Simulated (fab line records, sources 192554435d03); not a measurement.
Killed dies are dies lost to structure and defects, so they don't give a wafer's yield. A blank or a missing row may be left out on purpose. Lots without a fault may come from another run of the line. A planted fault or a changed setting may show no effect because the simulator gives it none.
Which tool did it? | flow n5_finfet | 9 lots, 27 wafers sampled, at 5 steps of a route of 1938

WHAT THE GAUGES READ, wafer by wafer
N5_BEOL_M3_INSPECT_30: inspects for defects (brightfield). Usual: raw_defect_count 388, standard deviation 86.
lot  | measured     | on                | raw_defect_count | flag
L473 | day 7 01:58  | defect_inspect-01 | 322 273 304      |
L478 | day 8 06:35  | defect_inspect-02 | 259 395 302      |
L481 | day 8 18:31  | defect_inspect-02 | 385 360 560      |
L480 | day 9 00:55  | defect_inspect-02 | 329 231 346      |
L482 | day 9 02:06  | defect_inspect-01 | 401 514 398      |
L484 | day 12 00:31 | defect_inspect-01 | 387 417 466      |
L487 | day 12 03:13 | defect_inspect-01 | 474 375 580      |
L493 | day 12 04:51 | defect_inspect-01 | 411 596 381      |
L492 | day 12 17:35 | defect_inspect-02 | 373 389 315      |

N5_BEOL_M4_RC_MEAS_101. Usual: DIBL_N 36.3 mV/V, standard deviation 1.9; DIBL_P 36.0 mV/V, standard deviation 2.1; IOFF_N 0.16 nA/um, standard deviation 0.031; IOFF_P 0.21 nA/um, standard deviation 0.035; ION_N 675 uA/um, standard deviation 14; ION_P 464 uA/um, standard deviation 8.5; SS_N 71.5 mV/dec, standard deviation 0.6; SS_P 73.3 mV/dec, standard deviation 0.72; VT_N 250 mV, standard deviation 3.2; VT_P -250 mV, standard deviation 3.1.
lot  | measured     | on        | DIBL_N (mV/V)  | DIBL_P (mV/V)  | IOFF_N (nA/um) | IOFF_P (nA/um) | ION_N (uA/um) | ION_P (uA/um) | SS_N (mV/dec)  | SS_P (mV/dec)  | VT_N (mV)   | VT_P (mV)      | flag
L473 | day 7 18:26  | prober-02 | 37.9 38.2 37.5 | 38.3 39.7 38.2 | 0.19 0.21 0.19 | 0.27 0.31 0.27 | 683 705 688   | 472 484 470   | 71.8 71.7 71.7 | 74.1 74.4 74.0 | 247 245 245 | -245 -244 -246 |
L478 | day 9 00:40  | prober-01 | 34.9 33.6 33.5 | 35.4 34.7 34.3 | 0.14 0.13 0.14 | 0.21 0.20 0.21 | 667 671 681   | 468 470 480   | 71.2 71.3 71.0 | 72.8 72.7 72.3 | 249 250 249 | -248 -248 -247 |
L481 | day 9 10:14  | prober-01 | 33.6 36.4 35.0 | 31.7 35.0 34.1 | 0.10 0.14 0.12 | 0.16 0.21 0.20 | 667 675 663   | 464 462 462   | 70.8 72.4 70.9 | 71.8 72.9 72.1 | 257 252 255 | -254 -248 -249 |
L480 | day 9 15:16  | prober-02 | 39.5 39.9 36.4 | 38.3 38.0 35.1 | 0.19 0.22 0.16 | 0.27 0.27 0.22 | 675 672 677   | 465 460 470   | 72.0 72.6 70.3 | 73.3 73.2 72.6 | 249 247 251 | -247 -244 -247 |
L482 | day 9 16:55  | prober-01 | 37.2 33.7 30.6 | 39.2 35.7 31.6 | 0.19 0.13 0.09 | 0.23 0.18 0.13 | 662 667 638   | 451 454 441   | 72.9 70.8 70.6 | 73.5 72.9 72.3 | 250 252 256 | -249 -255 -255 |
L484 | day 13 07:37 | prober-01 | 38.0 39.8 36.5 | 36.9 38.6 34.7 | 0.18 0.22 0.15 | 0.25 0.28 0.21 | 688 686 667   | 464 470 458   | 71.5 72.1 71.7 | 73.6 74.4 72.7 | 248 247 251 | -250 -246 -250 |
L487 | day 12 21:15 | prober-01 | 37.7 36.4 37.2 | 35.8 34.5 34.4 | 0.17 0.15 0.16 | 0.22 0.19 0.19 | 691 675 676   | 473 462 460   | 72.6 72.1 72.3 | 73.5 72.9 72.9 | 248 250 251 | -246 -251 -251 |
L493 | day 13 01:41 | prober-01 | 35.2 35.7 37.2 | 36.5 36.8 39.7 | 0.14 0.16 0.19 | 0.17 0.18 0.22 | 678 681 698   | 458 457 471   | 70.4 71.7 72.5 | 72.9 73.2 73.5 | 248 248 246 | -257 -254 -250 |
L492 | day 14 09:01 | prober-01 | 36.4 36.8 36.2 | 36.4 38.3 37.6 | 0.18 0.19 0.18 | 0.21 0.24 0.25 | 668 685 681   | 460 466 469   | 72.1 71.9 71.6 | 73.0 74.0 74.3 | 249 247 246 | -249 -248 -246 |

WHICH TOOL RAN EACH LOT (tool, then ch and the chambers of the sampled wafers, then the start)
lot  | N5_BEOL_M3_ETCH_64                 | N5_BEOL_M3_ETCH_69                 | N5_BEOL_M3_ETCH_70
L473 | rie_diel-01 ch 0,3, day 7 01:12    | rie_diel-05 ch 0,3, day 7 02:02    | rie_diel-05 ch 0,2,3, day 7 03:55
L478 | rie_diel-05 ch 0,1,3, day 8 05:43  | rie_diel-05 ch 1,3, day 8 06:50    | rie_diel-01 ch 0,2, day 8 07:38
L481 | rie_diel-01 ch 0,2,3, day 8 17:38  | rie_diel-01 ch 1,2,3, day 8 18:37  | rie_diel-05 ch 0,1,3, day 8 19:47
L480 | rie_diel-01 ch 0,1,3, day 9 00:02  | rie_diel-01 ch 2,3, day 9 02:19    | rie_diel-01 ch 2,3, day 9 02:33
L482 | rie_diel-01 ch 0,2,3, day 9 01:05  | rie_diel-01 ch 1,2,3, day 9 02:56  | rie_diel-01 ch 0,1,2, day 9 04:59
L484 | rie_diel-06 ch 0,3, day 11 23:46   | rie_diel-06 ch 1,2,3, day 12 00:36 | rie_diel-06 ch 0,1,2, day 12 02:26
L487 | rie_diel-01 ch 0,2, day 12 02:27   | rie_diel-05 ch 0,2,3, day 12 03:17 | rie_diel-06 ch 0,1, day 12 03:37
L493 | rie_diel-01 ch 0,3, day 12 04:05   | rie_diel-01 ch 0,3, day 12 04:56   | rie_diel-05 ch 0,1, day 12 08:17
L492 | rie_diel-06 ch 0,2,3, day 12 16:49 | rie_diel-06 ch 0,1,2, day 12 17:40 | rie_diel-01 ch 0,1, day 12 19:49
- N5_BEOL_M3_ETCH_64: etches SOC in N2/H2, target depth 75 nm, overetch 15 nm, time 112.5 s.
- N5_BEOL_M3_ETCH_69: etches SiARC in CF4, target depth 15.6 nm, time 26 s.
- N5_BEOL_M3_ETCH_70: etches SOC in N2/H2, target depth 80 nm, overetch 16 nm, time 120 s.

WHAT THE TOOLS THEMSELVES READ (means of the sampled wafers that have a number; where no wafer has one, the mark that the record gives instead)
N5_BEOL_M3_ETCH_64. Usual: bias_w 150.0 W, standard deviation 0.51; drypump_motor_current_A 5.5 A, standard deviation 0.66; oes_product_au 0.60 a.u., standard deviation 0.058; rf_vpp_V 524.3 V, standard deviation 2.4; showerhead_plenum_p_Torr 2.55 Torr, standard deviation 0.091; throttle_valve_pct 17.93 %, standard deviation 0.2.
lot  | tool        | bias_w (W) | drypump_motor_current_A (A) | oes_product_au (a.u.) | rf_vpp_V (V) | showerhead_plenum_p_Torr (Torr) | throttle_valve_pct (%) | flag
L473 | rie_diel-01 | 149.9      | 4.8                         | 0.58                  | 524.8        | 2.56                            | 18.07                  |
L478 | rie_diel-05 | 150.2      | 6.1                         | 0.62                  | 522.9        | 2.52                            | 17.98                  |
L481 | rie_diel-01 | 150.1      | 5.1                         | 0.59                  | 524.6        | 2.56                            | 18.03                  |
L480 | rie_diel-01 | 150.0      | 5.0                         | 0.57                  | 524.8        | 2.59                            | 17.99                  |
L482 | rie_diel-01 | 150.2      | 5.1                         | 0.58                  | 524.6        | 2.56                            | 18.05                  |
L484 | rie_diel-06 | 149.8      | 6.1                         | 0.62                  | 525.3        | 2.62                            | 17.70                  |
L487 | rie_diel-01 | 150.0      | 5.4                         | 0.59                  | 524.6        | 2.55                            | 18.02                  |
L493 | rie_diel-01 | 149.8      | 4.8                         | 0.56                  | 524.2        | 2.54                            | 18.16                  |
L492 | rie_diel-06 | 150.1      | 6.1                         | 0.62                  | 524.4        | 2.56                            | 17.70                  |

N5_BEOL_M3_ETCH_69. Usual: bias_w 36.01 W, standard deviation 0.12; drypump_motor_current_A 5.6 A, standard deviation 0.69; etch_rf_on_time_s 26.1 s, standard deviation 0.57; oes_product_au 0.66 a.u., standard deviation 0.081; rf_vpp_V 184.2 V, standard deviation 1.2; showerhead_plenum_p_Torr 2.15 Torr, standard deviation 0.07; throttle_valve_pct 15.71 %, standard deviation 0.24.
lot  | tool        | bias_w (W) | drypump_motor_current_A (A) | etch_rf_on_time_s (s) | oes_product_au (a.u.) | rf_vpp_V (V) | showerhead_plenum_p_Torr (Torr) | throttle_valve_pct (%) | flag
L473 | rie_diel-05 | 35.96      | 5.5                         | 25.9                  | 0.74                  | 185.2        | 2.20                            | 15.67                  |
L478 | rie_diel-05 | 36.05      | 6.1                         | 26.6                  | 0.68                  | 183.7        | 2.13                            | 15.68                  |
L481 | rie_diel-01 | 36.11      | 5.2                         | 26.3                  | 0.61                  | 184.7        | 2.15                            | 15.82                  |
L480 | rie_diel-01 | 35.94      | 5.0                         | 26.3                  | 0.61                  | 183.6        | 2.12                            | 15.90                  |
L482 | rie_diel-01 | 35.97      | 5.1                         | 26.2                  | 0.61                  | 183.9        | 2.15                            | 15.82                  |
L484 | rie_diel-06 | 36.05      | 5.8                         | 26.3                  | 0.65                  | 183.7        | 2.12                            | 15.60                  |
L487 | rie_diel-05 | 36.07      | 5.6                         | 26.3                  | 0.63                  | 184.8        | 2.16                            | 15.82                  |
L493 | rie_diel-01 | 35.92      | 4.9                         | 25.9                  | 0.62                  | 184.5        | 2.18                            | 15.99                  |
L492 | rie_diel-06 | 36.10      | 6.1                         | 26.5                  | 0.67                  | 183.4        | 2.15                            | 15.48                  |

N5_BEOL_M3_ETCH_70. Usual: bias_w 150.1 W, standard deviation 0.47; drypump_motor_current_A 5.6 A, standard deviation 0.65; oes_product_au 0.59 a.u., standard deviation 0.067; rf_vpp_V 524.6 V, standard deviation 2.5; showerhead_plenum_p_Torr 2.56 Torr, standard deviation 0.093; throttle_valve_pct 17.89 %, standard deviation 0.23.
lot  | tool        | bias_w (W) | drypump_motor_current_A (A) | oes_product_au (a.u.) | rf_vpp_V (V) | showerhead_plenum_p_Torr (Torr) | throttle_valve_pct (%) | flag
L473 | rie_diel-05 | 150.0      | 5.7                         | 0.61                  | 525.2        | 2.59                            | 17.92                  |
L478 | rie_diel-01 | 150.3      | 5.4                         | 0.59                  | 524.7        | 2.56                            | 17.96                  |
L481 | rie_diel-05 | 150.2      | 6.1                         | 0.60                  | 522.5        | 2.51                            | 17.98                  |
L480 | rie_diel-01 | 150.3      | 5.0                         | 0.56                  | 523.3        | 2.51                            | 18.06                  |
L482 | rie_diel-01 | 150.2      | 5.3                         | 0.56                  | 526.3        | 2.59                            | 17.93                  |
L484 | rie_diel-06 | 149.9      | 6.1                         | 0.61                  | 525.1        | 2.55                            | 17.65                  |
L487 | rie_diel-06 | 150.3      | 6.1                         | 0.59                  | 526.3        | 2.61                            | 17.68                  |
L493 | rie_diel-05 | 150.4      | 6.7                         | 0.53                  | 521.2        | 2.39                            | 18.16                  |
L492 | rie_diel-01 | 159.3      | 5.1                         | 0.68                  | 546.1        | 2.61                            | 17.68                  | OFF

THE ANSWER, worked out from the rows above alone
Rule: a lot is off if the mean of its wafers that have a number lies more than 3 standard deviations from the usual mean. A lot without any number at a reading at which 4 lots or more have one is off too. The other lots that the step has rows for count as sound. The gauges are gone through in route order, then the tools' own readings, and for those a lot's mean is taken as printed above. The first step at which some lot is off is used, and at that step the reading that is off furthest; a lot without a number counts as furthest.
Off: L492, at N5_BEOL_M3_ETCH_70 (bias_w).
A tool fits if, at that step or a process step before it, it ran every lot that is off, and no sound lot after the first of them. Can't be told from this: 2 tools fit, rie_diel-06 at N5_BEOL_M3_ETCH_64 and N5_BEOL_M3_ETCH_69, rie_diel-01 at N5_BEOL_M3_ETCH_70.

WHAT THE SIMULATOR HAD PUT IN
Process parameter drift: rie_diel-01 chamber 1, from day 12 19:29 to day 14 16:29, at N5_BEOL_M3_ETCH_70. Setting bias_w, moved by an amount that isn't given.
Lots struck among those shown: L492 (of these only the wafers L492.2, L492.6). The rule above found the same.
